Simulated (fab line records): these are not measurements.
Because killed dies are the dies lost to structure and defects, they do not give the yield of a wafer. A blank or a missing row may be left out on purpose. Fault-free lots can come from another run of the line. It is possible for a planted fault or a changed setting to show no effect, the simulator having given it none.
Which tool is to blame?	flow nand_harc	72 wafers from 24 lots sampled at 6 of the route's 1159 steps

## WHAT EACH GAUGE READ, for each wafer
The record lacks any reading of a measuring or inspecting step that a usual standard deviation could be used to judge.

## EACH LOT AND THE TOOL THAT RAN IT (in order: tool; ch and the chambers of the sampled wafers; start)
lot	NHARC_A_STAIRCASE_ETCH_192	NHARC_A_STAIRCASE_TRIM_198	NHARC_A_STAIRCASE_ETCH_199	NHARC_A_STAIRCASE_TRIM_200	NHARC_A_STAIRCASE_ETCH_201	NHARC_A_STAIRCASE_STRIP_205
L074	rie_diel-13 ch 0,1, day 11 01:31 or earlier	rie_diel-09 ch 0,3, day 11 01:31 or earlier	rie_diel-09 ch 0,2,3, day 11 01:31 or earlier	rie_diel-09 ch 0,3, day 11 01:31 or earlier	rie_diel-09 ch 0,2,3, day 11 01:31 or earlier	plasma_asher-02 ch 0,1, day 11 01:31
L075	rie_diel-10 ch 1,2, day 11 08:58 or earlier	rie_diel-10 ch 1,3, day 11 08:58 or earlier	rie_diel-10 ch 1,3, day 11 08:58 or earlier	rie_diel-10 ch 1,2, day 11 08:58 or earlier	rie_diel-10 ch 1,3, day 11 08:58 or earlier	plasma_asher-01 ch 0,1, day 11 08:58
L076	rie_diel-09 ch 0,3, day 11 15:42 or earlier	rie_diel-13 ch 0,3, day 11 15:42 or earlier	rie_diel-13 ch 0,3, day 11 15:42 or earlier	rie_diel-13 ch 0,1,2, day 11 15:42 or earlier	rie_diel-13 ch 1,2, day 11 15:42 or earlier	plasma_asher-01 ch 0,1, day 11 15:42
L077	rie_diel-10 ch 0,2, day 11 16:14 or earlier	rie_diel-10 ch 0,2, day 11 16:14 or earlier	rie_diel-10 ch 1,2, day 11 16:14 or earlier	rie_diel-10 ch 1,2,3, day 11 16:14 or earlier	rie_diel-10 ch 0,3, day 11 16:14 or earlier	plasma_asher-02 ch 0,1, day 11 16:14
L078	rie_diel-10 ch 1,2,3, day 11 17:26 or earlier	rie_diel-13 ch 1,2,3, day 11 17:26 or earlier	rie_diel-13 ch 1,2,3, day 11 17:26 or earlier	rie_diel-13 ch 0,1,2, day 11 17:26 or earlier	rie_diel-13 ch 2,3, day 11 17:26 or earlier	plasma_asher-02 ch 0,1, day 11 17:26
L079	rie_diel-09 ch 1,2,3, day 12 19:18 or earlier	rie_diel-09 ch 0,2,3, day 12 19:18 or earlier	rie_diel-09 ch 1,2,3, day 12 19:18 or earlier	rie_diel-09 ch 0,1,2, day 12 19:18 or earlier	rie_diel-09 ch 0,1,3, day 12 19:18 or earlier	plasma_asher-02 ch 0,1, day 12 19:18
L080	rie_diel-10 ch 0,1,2, day 12 21:26 or earlier	rie_diel-10 ch 0,3, day 12 21:26 or earlier	rie_diel-10 ch 1,3, day 12 21:26 or earlier	rie_diel-10 ch 0,2, day 12 21:26 or earlier	rie_diel-10 ch 0,2, day 12 21:26 or earlier	plasma_asher-01 ch 0,1, day 12 21:26
L081	rie_diel-09 ch 1,2, day 13 03:12 or earlier	rie_diel-13 ch 0,2,3, day 13 03:12 or earlier	rie_diel-13 ch 0,3, day 13 03:12 or earlier	rie_diel-13 ch 0,2,3, day 13 03:12 or earlier	rie_diel-13 ch 0,2,3, day 13 03:12 or earlier	plasma_asher-02 ch 0,1, day 13 03:12
L082	rie_diel-10 ch 1,3, day 13 03:46 or earlier	rie_diel-09 ch 0,3, day 13 03:46 or earlier	rie_diel-09 ch 1,3, day 13 03:46 or earlier	rie_diel-09 ch 0,1, day 13 03:46 or earlier	rie_diel-09 ch 0,2, day 13 03:46 or earlier	plasma_asher-02 ch 0,1, day 13 03:46
L083	rie_diel-09 ch 0,2,3, day 13 06:14 or earlier	rie_diel-13 ch 0,1,3, day 13 06:14 or earlier	rie_diel-13 ch 1,2,3, day 13 06:14 or earlier	rie_diel-13 ch 0,2, day 13 06:14 or earlier	rie_diel-13 ch 0,1,3, day 13 06:14 or earlier	plasma_asher-01 ch 0,1, day 13 06:14
L084	rie_diel-13 ch 1,2,3, day 13 09:49 or earlier	rie_diel-13 ch 1,2,3, day 13 09:49 or earlier	rie_diel-13 ch 1,2,3, day 13 09:49 or earlier	rie_diel-13 ch 2,3, day 13 09:49 or earlier	rie_diel-13 ch 0,3, day 13 09:49 or earlier	plasma_asher-02 ch 1, day 13 09:49
L087	rie_diel-09 ch 0,1,3, day 14 05:35 or earlier	rie_diel-10 ch 1,2, day 14 05:35 or earlier	rie_diel-10 ch 0,1,3, day 14 05:35 or earlier	rie_diel-10 ch 1,2,3, day 14 05:35 or earlier	rie_diel-10 ch 1,2, day 14 05:35 or earlier	plasma_asher-02 ch 0,1, day 14 05:35
L086	rie_diel-13 ch 1,3, day 14 09:05 or earlier	rie_diel-13 ch 0,2,3, day 14 09:05 or earlier	rie_diel-13 ch 0,1,2, day 14 09:05 or earlier	rie_diel-13 ch 1,2,3, day 14 09:05 or earlier	rie_diel-13 ch 0,2, day 14 09:05 or earlier	plasma_asher-01 ch 0,1, day 14 09:05
L085	rie_diel-09 ch 2,3, day 14 10:11 or earlier	rie_diel-09 ch 2,3, day 14 10:11 or earlier	rie_diel-09 ch 1,2,3, day 14 10:11 or earlier	rie_diel-09 ch 0,1, day 14 10:11 or earlier	rie_diel-09 ch 0,3, day 14 10:11 or earlier	plasma_asher-01 ch 0,1, day 14 10:11
L089	rie_diel-13 ch 1,2,3, day 14 16:14 or earlier	rie_diel-13 ch 0,3, day 14 16:14 or earlier	rie_diel-13 ch 0,1,3, day 14 16:14 or earlier	rie_diel-13 ch 0,2, day 14 16:14 or earlier	rie_diel-13 ch 1,2, day 14 16:14 or earlier	plasma_asher-01 ch 0,1, day 14 16:14
L088	rie_diel-10 ch 0,1,3, day 14 16:47 or earlier	rie_diel-09 ch 0,1,3, day 14 16:47 or earlier	rie_diel-09 ch 0,1,3, day 14 16:47 or earlier	rie_diel-09 ch 1,2,3, day 14 16:47 or earlier	rie_diel-09 ch 1,2,3, day 14 16:47 or earlier	plasma_asher-02 ch 0,1, day 14 16:47
L090	rie_diel-10 ch 2,3, day 14 23:17 or earlier	rie_diel-13 ch 0,3, day 14 23:17 or earlier	rie_diel-13 ch 1,2,3, day 14 23:17 or earlier	rie_diel-13 ch 1,2,3, day 14 23:17 or earlier	rie_diel-13 ch 1,2,3, day 14 23:17 or earlier	plasma_asher-01 ch 0,1, day 14 23:17
L092	rie_diel-10 ch 0,1,2, day 15 12:35 or earlier	rie_diel-09 ch 0,1,2, day 15 12:35 or earlier	rie_diel-09 ch 0,2,3, day 15 12:35 or earlier	rie_diel-09 ch 0,1,2, day 15 12:35 or earlier	rie_diel-09 ch 0,2,3, day 15 12:35 or earlier	plasma_asher-02 ch 0,1, day 15 12:35
L094	rie_diel-13 ch 0,1,2, day 15 13:19 or earlier	rie_diel-09 ch 0,2,3, day 15 13:19 or earlier	rie_diel-09 ch 0,2,3, day 15 13:19 or earlier	rie_diel-09 ch 0,1,2, day 15 13:19 or earlier	rie_diel-09 ch 0,2,3, day 15 13:19 or earlier	plasma_asher-02 ch 0,1, day 15 13:19
L093	rie_diel-13 ch 0,1,2, day 15 17:50 or earlier	rie_diel-13 ch 0,2,3, day 15 17:50 or earlier	rie_diel-13 ch 0,1,2, day 15 17:50 or earlier	rie_diel-13 ch 0,1,2, day 15 17:50 or earlier	rie_diel-13 ch 0,1,2, day 15 17:50 or earlier	plasma_asher-02 ch 0,1, day 15 17:50
L091	rie_diel-09 ch 0,2,3, day 15 19:21 or earlier	rie_diel-09 ch 2,3, day 15 19:21 or earlier	rie_diel-09 ch 0,2,3, day 15 19:21 or earlier	rie_diel-09 ch 0,1,3, day 15 19:21 or earlier	rie_diel-09 ch 1,2,3, day 15 19:21 or earlier	plasma_asher-01 ch 0,1, day 15 19:21
L096	rie_diel-13 ch 0,2, day 16 04:54 or earlier	rie_diel-13 ch 0,1,2, day 16 04:54 or earlier	rie_diel-13 ch 0,2,3, day 16 04:54 or earlier	rie_diel-13 ch 1,2, day 16 04:54 or earlier	rie_diel-13 ch 1,3, day 16 04:54 or earlier	plasma_asher-01 ch 0,1, day 16 04:54
L095	rie_diel-09 ch 0,1,3, day 16 06:23 or earlier	rie_diel-10 ch 0,1,2, day 16 06:23 or earlier	rie_diel-10 ch 0,2,3, day 16 06:23 or earlier	rie_diel-10 ch 1,2,3, day 16 06:23 or earlier	rie_diel-10 ch 0,1,2, day 16 06:23 or earlier	plasma_asher-01 ch 0,1, day 16 06:23
L097	rie_diel-09 ch 1,2,3, day 17 03:33 or earlier	rie_diel-09 ch 2,3, day 17 03:33 or earlier	rie_diel-09 ch 0,1, day 17 03:33 or earlier	rie_diel-09 ch 2,3, day 17 03:33 or earlier	rie_diel-09 ch 2,3, day 17 03:33 or earlier	plasma_asher-01 ch 0, day 17 03:33
- NHARC_A_STAIRCASE_ETCH_192: etches the open film in C4F8/O2, target depth 100 nm, time 40.5 s.
- NHARC_A_STAIRCASE_TRIM_198: chemistry O2, time 211.2 s.
- NHARC_A_STAIRCASE_ETCH_199: etches the open film in C4F8/O2, target depth 100 nm, time 40.5 s.
- NHARC_A_STAIRCASE_TRIM_200: chemistry O2, time 211.2 s.
- NHARC_A_STAIRCASE_ETCH_201: etches the open film in C4F8/O2, target depth 100 nm, time 40.5 s.
- NHARC_A_STAIRCASE_STRIP_205: strips in O2.

## AS READ BY THE TOOLS THEMSELVES (means over the sampled wafers that have a number; for cases with no such wafer, the mark the record gives instead)
NHARC_A_STAIRCASE_ETCH_192.
lot	tool	oes_product_au (a.u.)	rf_vpp_V (V)
L074	rie_diel-13	0.952	896
L075	rie_diel-10	0.935	899
L076	rie_diel-09	0.943	895
L077	rie_diel-10	0.939	892
L078	rie_diel-10	0.937	896
L079	rie_diel-09	0.943	889
L080	rie_diel-10	0.943	895
L081	rie_diel-09	0.932	890
L082	rie_diel-10	0.947	900
L083	rie_diel-09	0.937	892
L084	rie_diel-13	0.944	893
L087	rie_diel-09	0.952	892
L086	rie_diel-13	0.954	893
L085	rie_diel-09	0.938	889
L089	rie_diel-13	0.948	893
L088	rie_diel-10	0.939	896
L090	rie_diel-10	0.934	893
L092	rie_diel-10	0.936	895
L094	rie_diel-13	0.940	892
L093	rie_diel-13	0.938	893
L091	rie_diel-09	0.935	891
L096	rie_diel-13	0.938	891
L095	rie_diel-09	0.940	892
L097	rie_diel-09	0.937	889

NHARC_A_STAIRCASE_TRIM_198.
lot	tool	drypump_motor_current_A (A)	oes_product_au (a.u.)	rf_vpp_V (V)	showerhead_plenum_p_Torr (Torr)	throttle_valve_pct (%)
L074	rie_diel-09	5.9	1.008	58.4	3.49	17.032
L075	rie_diel-10	5.5	1.006	57.1	3.63	17.033
L076	rie_diel-13	5.9	1.014	57.2	3.52	17.042
L077	rie_diel-10	5.5	1.000	56.7	3.41	17.038
L078	rie_diel-13	6.3	1.013	56.9	3.44	17.030
L079	rie_diel-09	6.3	0.997	57.8	3.42	17.037
L080	rie_diel-10	5.8	0.996	57.4	3.47	17.029
L081	rie_diel-13	5.9	1.001	58.1	3.45	17.039
L082	rie_diel-09	6.0	0.992	58.0	3.49	17.040
L083	rie_diel-13	6.2	1.002	57.7	3.49	17.034
L084	rie_diel-13	6.2	0.996	57.5	3.44	17.031
L087	rie_diel-10	5.2	0.995	57.9	3.49	17.038
L086	rie_diel-13	5.9	0.990	57.3	3.45	17.042
L085	rie_diel-09	6.6	1.007	57.9	3.33	17.041
L089	rie_diel-13	5.9	1.010	57.8	3.50	17.041
L088	rie_diel-09	6.2	0.999	57.4	3.42	17.033
L090	rie_diel-13	6.0	1.003	57.0	3.48	17.047
L092	rie_diel-09	6.1	0.994	57.1	3.43	17.037
L094	rie_diel-09	6.2	0.987	57.5	3.40	17.042
L093	rie_diel-13	6.0	0.996	57.8	3.44	17.034
L091	rie_diel-09	6.5	0.997	57.6	3.33	17.040
L096	rie_diel-13	6.1	1.002	56.9	3.44	17.027
L095	rie_diel-10	5.4	0.988	58.3	3.49	17.040
L097	rie_diel-09	6.5	0.996	57.5	3.33	17.042

NHARC_A_STAIRCASE_ETCH_199.
lot	tool	oes_product_au (a.u.)	rf_vpp_V (V)
L074	rie_diel-09	0.959	893
L075	rie_diel-10	0.950	898
L076	rie_diel-13	0.958	895
L077	rie_diel-10	0.934	896
L078	rie_diel-13	0.940	894
L079	rie_diel-09	0.943	891
L080	rie_diel-10	0.942	900
L081	rie_diel-13	0.942	895
L082	rie_diel-09	0.945	890
L083	rie_diel-13	0.948	893
L084	rie_diel-13	0.932	893
L087	rie_diel-10	0.932	895
L086	rie_diel-13	0.933	893
L085	rie_diel-09	0.948	890
L089	rie_diel-13	0.936	894
L088	rie_diel-09	0.932	892
L090	rie_diel-13	0.938	893
L092	rie_diel-09	0.950	891
L094	rie_diel-09	0.948	891
L093	rie_diel-13	0.939	893
L091	rie_diel-09	0.940	890
L096	rie_diel-13	0.941	893
L095	rie_diel-10	0.951	892
L097	rie_diel-09	0.922	892

NHARC_A_STAIRCASE_TRIM_200.
lot	tool	drypump_motor_current_A (A)	oes_product_au (a.u.)	rf_vpp_V (V)	showerhead_plenum_p_Torr (Torr)	throttle_valve_pct (%)
L074	rie_diel-09	5.9	1.006	57.5	3.49	17.037
L075	rie_diel-10	5.3	0.993	57.5	3.60	17.034
L076	rie_diel-13	6.1	1.011	57.1	3.47	17.046
L077	rie_diel-10	5.4	1.007	58.1	3.54	17.038
L078	rie_diel-13	6.1	1.005	57.7	3.46	17.032
L079	rie_diel-09	6.1	0.994	58.0	3.44	17.031
L080	rie_diel-10	5.5	1.000	57.9	3.40	17.053
L081	rie_diel-13	5.9	0.995	57.6	3.45	17.033
L082	rie_diel-09	6.0	0.996	57.6	3.45	17.032
L083	rie_diel-13	5.8	1.009	57.4	3.42	17.048
L084	rie_diel-13	6.0	0.989	57.6	3.40	17.037
L087	rie_diel-10	5.4	1.001	58.3	3.52	17.042
L086	rie_diel-13	6.3	1.005	58.1	3.43	17.051
L085	rie_diel-09	6.0	0.997	56.7	3.44	17.030
L089	rie_diel-13	5.8	1.008	57.8	3.47	17.042
L088	rie_diel-09	6.4	0.994	57.7	3.35	17.036
L090	rie_diel-13	6.3	1.009	57.1	3.43	17.041
L092	rie_diel-09	6.1	0.998	57.3	3.42	17.039
L094	rie_diel-09	6.1	0.990	57.3	3.43	17.031
L093	rie_diel-13	6.1	1.000	57.5	3.45	17.039
L091	rie_diel-09	6.2	1.001	57.7	3.41	17.031
L096	rie_diel-13	6.1	1.006	57.6	3.39	17.040
L095	rie_diel-10	5.5	0.989	57.6	3.52	17.038
L097	rie_diel-09	6.6	0.998	57.1	3.32	17.032

NHARC_A_STAIRCASE_ETCH_201.
lot	tool	oes_product_au (a.u.)	rf_vpp_V (V)
L074	rie_diel-09	0.960	891
L075	rie_diel-10	0.938	899
L076	rie_diel-13	0.940	891
L077	rie_diel-10	0.940	894
L078	rie_diel-13	0.945	893
L079	rie_diel-09	0.951	892
L080	rie_diel-10	0.941	891
L081	rie_diel-13	0.939	894
L082	rie_diel-09	0.935	892
L083	rie_diel-13	0.935	894
L084	rie_diel-13	0.949	895
L087	rie_diel-10	0.925	894
L086	rie_diel-13	0.933	892
L085	rie_diel-09	0.937	894
L089	rie_diel-13	0.948	890
L088	rie_diel-09	0.946	890
L090	rie_diel-13	0.940	892
L092	rie_diel-09	0.944	892
L094	rie_diel-09	0.941	891
L093	rie_diel-13	0.942	893
L091	rie_diel-09	0.947	889
L096	rie_diel-13	0.942	892
L095	rie_diel-10	0.943	895
L097	rie_diel-09	0.931	889

NHARC_A_STAIRCASE_STRIP_205.
lot	tool	drypump_motor_current_A (A)	heater_power_w (W)
L074	plasma_asher-02	5.5	306
L075	plasma_asher-01	6.3	319
L076	plasma_asher-01	6.3	328
L077	plasma_asher-02	5.8	307
L078	plasma_asher-02	5.8	308
L079	plasma_asher-02	5.6	309
L080	plasma_asher-01	6.3	300
L081	plasma_asher-02	5.8	303
L082	plasma_asher-02	5.8	308
L083	plasma_asher-01	6.3	306
L084	plasma_asher-02	5.3	307
L087	plasma_asher-02	5.8	305
L086	plasma_asher-01	6.3	307
L085	plasma_asher-01	6.3	320
L089	plasma_asher-01	6.3	319
L088	plasma_asher-02	5.6	305
L090	plasma_asher-01	6.3	319
L092	plasma_asher-02	5.8	312
L094	plasma_asher-02	5.8	306
L093	plasma_asher-02	5.8	304
L091	plasma_asher-01	6.3	304
L096	plasma_asher-01	6.4	307
L095	plasma_asher-01	6.3	317
L097	plasma_asher-01	6.3	292

## THE ANSWER, worked out from the rows above alone
Rule: the usual values come from the lots themselves. The widest of any qualifying gaps counts: lots, ordered by their means at a reading, are off when they make up no more than a third of the lots, leave a main group of 4 or more, and stand apart from it by 3 or more times the standard deviation of that group's means. If all means in a main group match to the digits the tables above print for the reading, that group is not used. Also off: a lot with no number at a reading for which 4 or more lots have one. Any other lot the step has rows for is counted as sound. Order of review: gauges by route order, followed by the tools' own readings, for which a lot's mean as printed above is used. The first step at which some lot is off is used, and at that step the reading that is off furthest; a lot without a number counts as furthest.
Across all readings shown, no lot is off: no conclusion can be drawn from this.

## WHAT THE SIMULATOR PUT IN
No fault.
